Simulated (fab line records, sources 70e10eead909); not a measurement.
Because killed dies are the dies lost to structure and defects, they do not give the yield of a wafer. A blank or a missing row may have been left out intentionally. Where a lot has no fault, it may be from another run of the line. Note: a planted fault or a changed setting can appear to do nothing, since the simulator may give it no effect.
Chamber matching    flow nand harc    4 sister chambers for NHARC_P_CONTACT_CMP_24 on cmp-03
The step polishes, t overpolish 30 s, target thk 200 nm. 18 wafers are shown with their chamber, then 9 later ones without.

WAFERS, EACH WITH ITS CHAMBER
wafer   chamber  motor current A (A)  time to endpoint s (s)  edge zone pressure frac
L075.1  3        12.4                 42.3                    0.997
L075.2  0        11.0                 42.9                    0.992
L075.4  1        12.7                 41.6                    0.997
L076.1  3        12.6                 41.0                    0.998
L076.2  2        10.9                 41.6                    1.005
L076.6  1        14.0                 38.4                    1.001
L077.2  1        13.3                 42.1                    1.002
L077.5  2        10.4                 42.8                    0.999
L077.6  3        11.9                 39.5                    0.997
L082.2  2        10.7                 46.1                    0.997
L082.3  3        12.6                 41.7                    0.998
L082.4  0        12.4                 43.2                    0.998
L083.2  0        11.7                 42.6                    1.002
L083.5  2        10.9                 43.4                    1.009
L083.6  1        12.9                 41.2                    0.994
L084.1  0        11.8                 39.2                    0.999
L084.2  1        13.3                 41.0                    0.998
L084.4  2        10.6                 43.3                    0.996

SIGNATURES (means of the wafers above)
reading                  chamber 0  chamber 1  chamber 2  chamber 3  scatter within a chamber
motor current A          11.725     13.240     10.700     12.375     0.421
time to endpoint s       41.975     40.860     43.440     41.125     1.56
edge zone pressure frac  0.99775    0.99840    1.00120    0.99750    0.00396
Rule: a wafer lies at a distance from a chamber equal to the root of the sum of squares, over the readings, of (its reading less the chamber's mean, divided by the reading's scatter). If the next closest chamber is less than 2 further off than the closest, the wafer can't be placed; otherwise it belongs to the closest. How the scatter is found: for the shown wafers, subtract from each reading the mean of its chamber, square and add these, divide the total by (wafers less chambers), then take the root.

WAFERS WHOSE CHAMBER IS MISSING
wafer   motor current A (A)  time to endpoint s (s)  edge zone pressure frac
L087.3  11.7                 40.2                    1.002
L087.4  12.5                 39.9                    0.991
L087.6  13.1                 41.0                    1.005
L088.3  13.7                 38.9                    0.997
L088.5  12.6                 44.1                    1.000
L088.6  10.6                 44.5                    1.008
L091.1  12.1                 37.7                    1.006
L091.2  10.7                 41.4                    0.992
L091.3  11.9                 38.6                    1.003

EACH ONE'S CHAMBER
wafer   from the rows above                in truth
L087.3  can't be placed: 0 or 3 or 2       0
L087.4  can't be placed: 3 or 1 or 0       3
L087.6  can't be placed: 1 or 3            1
L088.3  can't be placed: 1 or 3            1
L088.5  can't be placed: 3 or 0 or 1       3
L088.6  2                                  2
L091.1  can't be placed: 3 or 0 or 1 or 2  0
L091.2  can't be placed: 2 or 0 or 3       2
L091.3  can't be placed: 3 or 0 or 1 or 2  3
Correctly placed: 1 of 9. Unplaceable from these rows: 8, with the true chamber sitting among the candidates in 8. 0 placed wrongly.
